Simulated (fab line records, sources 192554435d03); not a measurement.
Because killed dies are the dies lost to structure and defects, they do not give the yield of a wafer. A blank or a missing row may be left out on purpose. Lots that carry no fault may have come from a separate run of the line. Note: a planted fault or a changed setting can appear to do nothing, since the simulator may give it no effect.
Which tool was responsible? ; flow n5Finfet ; 72 wafers from 24 lots sampled at 5 of the route's 1938 steps

== WHAT EACH GAUGE READ, for each wafer ==
N5_BEOL_M10_CD_MEAS_35: target cd 70 nm.
lot;measured;on;cdNm (nm)
L074;day 9 22:17;cdSem-01;71.2 70.9 69.5
L075;day 9 22:32;cdSem-02;69.5 69.6 68.7
L076;day 10 16:42;cdSem-03;69.9 69.5 70.1
L077;day 10 17:49;cdSem-01;70.2 69.5 69.9
L078;day 11 01:31;cdSem-01;69.7 68.9 70.0
L081;day 11 18:11;cdSem-02;69.5 69.7 69.9
L079;day 11 19:28;cdSem-02;70.3 71.4 71.1
L080;day 11 21:32;cdSem-01;71.0 70.9 70.5
L082;day 12 04:29;cdSem-02;70.2 70.1 69.3
L083;day 12 17:32;cdSem-03;71.8 71.5 71.9
L084;day 13 01:59;cdSem-03;70.5 71.8 70.4
L085;day 13 04:31;cdSem-03;70.7 70.2 70.8
L086;day 13 11:02;cdSem-03;70.4 70.3 71.2
L088;day 13 17:22;cdSem-02;69.6 70.0 71.1
L087;day 13 23:38;cdSem-02;68.9 69.9 70.6
L089;day 14 03:40;cdSem-03;71.0 70.2 70.4
L091;day 14 09:49;cdSem-02;71.3 71.2 70.6
L090;day 14 12:56;cdSem-03;69.3 68.6 69.1
L093;day 15 03:16;cdSem-02;69.0 69.8 69.8
L092;day 15 03:26;cdSem-03;69.2 69.6 68.7
L095;day 15 11:01;cdSem-03;71.1 70.7 70.6
L097;day 15 11:31;cdSem-02;69.1 68.9 70.5
L094;day 15 13:37;cdSem-01;70.3 70.6 70.7
L096;day 15 14:02;cdSem-02;71.2 71.3 70.5

N5_BEOL_M11_THK_MEAS_01.
lot;measured;on;M11_ILD_THK (nm)
L074;day 10 01:25;filmMetro-02;264 266 270
L075;day 10 01:29;filmMetro-02;263 266 266
L076;day 10 20:24;filmMetro-02;264 270 270
L077;day 10 21:34;filmMetro-02;272 273 269
L078;day 11 04:41;filmMetro-02;260 270 266
L081;day 11 21:22;filmMetro-01;268 266 269
L079;day 12 00:27;filmMetro-02;265 267 269
L080;day 12 01:06;filmMetro-01;269 260 271
L082;day 12 07:29;filmMetro-01;266 273 269
L083;day 12 21:08;filmMetro-01;268 271 270
L084;day 13 05:49;filmMetro-02;264 273 272
L085;day 13 08:02;filmMetro-01;267 266 268
L086;day 13 14:39;filmMetro-01;261 262 267
L088;day 13 21:11;filmMetro-02;270 272 271
L087;day 14 02:47;filmMetro-01;264 262 263
L089;day 14 07:19;filmMetro-01;268 270 273
L091;day 14 14:25;filmMetro-01;262 264 266
L090;day 14 15:49;filmMetro-01;268 270 272
L093;day 15 06:14;filmMetro-02;274 266 273
L092;day 15 06:44;filmMetro-01;269 267 266
L095;day 15 13:39;filmMetro-01;267 268 269
L097;day 15 15:04;filmMetro-02;265 259 264
L094;day 15 16:40;filmMetro-01;259 269 266
L096;day 15 19:28;filmMetro-01;262 264 266

N5_BEOL_M11_CD_MEAS_18: pitch 140 nm, target cd 70 nm.
lot;measured;on;cdNm (nm)
L074;day 10 04:01;cdSem-01;70.1 69.8 70.2
L075;day 10 04:11;cdSem-01;69.7 71.1 70.5
L076;day 10 22:37;cdSem-02;70.2 70.8 70.1
L077;day 10 23:16;cdSem-02;70.4 69.8 69.8
L078;day 11 07:04;cdSem-03;70.1 70.5 70.0
L081;day 11 23:21;cdSem-02;70.1 69.7 69.8
L079;day 12 02:56;cdSem-03;70.4 69.6 70.2
L080;day 12 03:01;cdSem-02;69.3 70.0 69.5
L082;day 12 11:40;cdSem-03;69.4 69.7 69.3
L083;day 12 23:34;cdSem-03;69.9 70.1 69.6
L084;day 13 07:34;cdSem-03;69.6 69.3 69.1
L085;day 13 12:08;cdSem-02;70.1 70.4 71.3
L086;day 13 16:20;cdSem-02;70.1 70.9 70.6
L088;day 14 01:03;cdSem-02;69.9 69.7 70.6
L087;day 14 04:45;cdSem-02;70.2 69.8 69.7
L089;day 14 08:22;cdSem-02;69.8 70.0 70.7
L091;day 14 16:14;cdSem-03;69.4 70.0 69.6
L090;day 14 17:44;cdSem-02;69.4 69.4 68.9
L093;day 15 08:43;cdSem-01;70.5 70.3 69.8
L092;day 15 09:03;cdSem-02;69.6 70.0 69.6
L095;day 15 15:35;cdSem-01;69.9 70.6 71.3
L097;day 15 16:11;cdSem-02;70.6 70.2 70.4
L094;day 15 19:30;cdSem-02;69.3 69.2 70.5
L096;day 15 21:16;cdSem-03;69.9 69.2 70.2

== WHICH TOOL RAN EACH LOT (tool, then ch and the chambers of the sampled wafers, then the start) ==
lot;N5_BEOL_M10_CURE_72;N5_BEOL_M10_DEP_56
L074;uvCure-02 ch 2, day 9 22:23;pecvd-04 ch 1,2, day 10 00:41
L075;uvCure-02 ch 2, day 9 22:44;pecvd-03 ch 1,2, day 10 00:46
L076;uvCure-03 ch 1, day 10 16:51;pecvd-03 ch 1,2, day 10 19:40
L077;uvCure-01 ch 0, day 10 17:51;pecvd-01 ch 0,2, day 10 20:49
L078;uvCure-01 ch 1, day 11 01:33;pecvd-03 ch 0,1,2, day 11 03:56
L081;uvCure-02 ch 0, day 11 18:14;pecvd-04 ch 0,1,2, day 11 20:09
L079;uvCure-02 ch 0, day 11 19:31;pecvd-04 ch 0,1,2, day 11 23:36
L080;uvCure-02 ch 1, day 11 21:34;pecvd-03 ch 0,1, day 11 23:53
L082;uvCure-01 ch 0, day 12 04:44;pecvd-04 ch 0,1, day 12 06:46
L083;uvCure-01 ch 1, day 12 17:51;pecvd-04 ch 0,1, day 12 20:19
L084;uvCure-03 ch 1, day 13 02:07;pecvd-04 ch 1,2, day 13 04:34
L085;uvCure-03 ch 1, day 13 04:48;pecvd-04 ch 0,2, day 13 07:19
L086;uvCure-02 ch 2, day 13 11:07;pecvd-03 ch 1,2, day 13 13:55
L088;uvCure-01 ch 0, day 13 17:31;pecvd-01 ch 0,1,2, day 13 20:28
L087;uvCure-02 ch 2, day 13 23:44;pecvd-01 ch 1,2, day 14 02:03
L089;uvCure-01 ch 0, day 14 04:01;pecvd-01 ch 0,1,2, day 14 06:19
L091;uvCure-03 ch 2, day 14 09:55;pecvd-01 ch 0,1, day 14 13:41
L090;uvCure-01 ch 1, day 14 13:04;pecvd-03 ch 1,2, day 14 15:05
L093;uvCure-03 ch 2, day 15 03:23;pecvd-03 ch 0,1,2, day 15 05:28
L092;uvCure-03 ch 1, day 15 03:41;pecvd-04 ch 0,1,2, day 15 05:56
L095;uvCure-02 ch 1, day 15 11:03;pecvd-04 ch 0,1,2, day 15 12:55
L097;uvCure-03 ch 0, day 15 11:34;pecvd-01 ch 1,2, day 15 13:53
L094;uvCure-02 ch 2, day 15 13:42;pecvd-04 ch 1,2, day 15 15:56
L096;uvCure-03 ch 1, day 15 14:23;pecvd-04 ch 0,1,2, day 15 18:43
- N5_BEOL_M10_CURE_72: cures SiCOH lowk, time 120 s.
- N5_BEOL_M10_DEP_56: deposits SiCN from 3MS/NH3, target thk 15 nm, time 26.5 s.

== AS READ BY THE TOOLS THEMSELVES (means over the sampled wafers that have a number; for cases with no such wafer, the mark the record gives instead) ==
N5_BEOL_M10_CURE_72.
lot;tool;lampPowerPct (%);wafer_temp_C_max
L074;uvCure-02;52.36;371.6
L075;uvCure-02;52.33;371.5
L076;uvCure-03;52.34;370.7
L077;uvCure-01;52.29;371.5
L078;uvCure-01;52.27;371.9
L081;uvCure-02;52.35;371.8
L079;uvCure-02;52.31;371.7
L080;uvCure-02;52.30;371.4
L082;uvCure-01;52.32;371.2
L083;uvCure-01;52.31;371.6
L084;uvCure-03;52.32;370.9
L085;uvCure-03;52.29;371.1
L086;uvCure-02;52.31;372.1
L088;uvCure-01;52.32;371.1
L087;uvCure-02;52.35;371.4
L089;uvCure-01;52.30;371.4
L091;uvCure-03;52.29;371.5
L090;uvCure-01;52.37;371.7
L093;uvCure-03;52.33;371.3
L092;uvCure-03;52.33;371.1
L095;uvCure-02;52.33;371.7
L097;uvCure-03;52.31;371.9
L094;uvCure-02;52.30;371.7
L096;uvCure-03;52.28;371.1

N5_BEOL_M10_DEP_56.
lot;tool;showerheadPlenumPTorr (Torr);showerheadVppV (V);throttleValvePct (%)
L074;pecvd-04;3.678;843;9.5
L075;pecvd-03;3.662;858;9.0
L076;pecvd-03;3.653;859;9.1
L077;pecvd-01;3.660;897;9.3
L078;pecvd-03;3.663;889;8.9
L081;pecvd-04;3.664;855;9.4
L079;pecvd-04;3.669;854;9.6
L080;pecvd-03;3.665;877;9.6
L082;pecvd-04;3.665;867;9.5
L083;pecvd-04;3.677;893;10.0
L084;pecvd-04;3.675;888;9.6
L085;pecvd-04;3.659;818;9.1
L086;pecvd-03;3.662;867;8.8
L088;pecvd-01;3.651;884;9.1
L087;pecvd-01;3.664;851;9.3
L089;pecvd-01;3.654;890;9.2
L091;pecvd-01;3.646;910;8.8
L090;pecvd-03;3.666;861;9.4
L093;pecvd-03;3.667;882;9.1
L092;pecvd-04;3.670;854;9.5
L095;pecvd-04;3.671;858;9.4
L097;pecvd-01;3.663;831;9.4
L094;pecvd-04;3.679;886;9.8
L096;pecvd-04;3.663;845;9.5

== THE ANSWER, worked out from the rows above alone ==
Rule: usual is defined by the lots themselves. The widest of any qualifying gaps counts: lots, ordered by their means at a reading, are off when they make up no more than a third of the lots, leave a main group of 4 or more, and stand apart from it by 3 or more times the standard deviation of that group's means. If all means in a main group match to the digits the tables above print for the reading, that group is not used. Also off: a lot with no number at a reading for which 4 or more lots have one. All remaining lots with rows at the step are treated as sound. Order of review: gauges by route order, followed by the tools' own readings, for which a lot's mean as printed above is used. The first step at which some lot is off is used, and at that step the reading that is off furthest; a lot without a number counts as furthest.
Nothing can be told from this: no lot is off at any reading shown.

== WHAT THE SIMULATOR PUT IN ==
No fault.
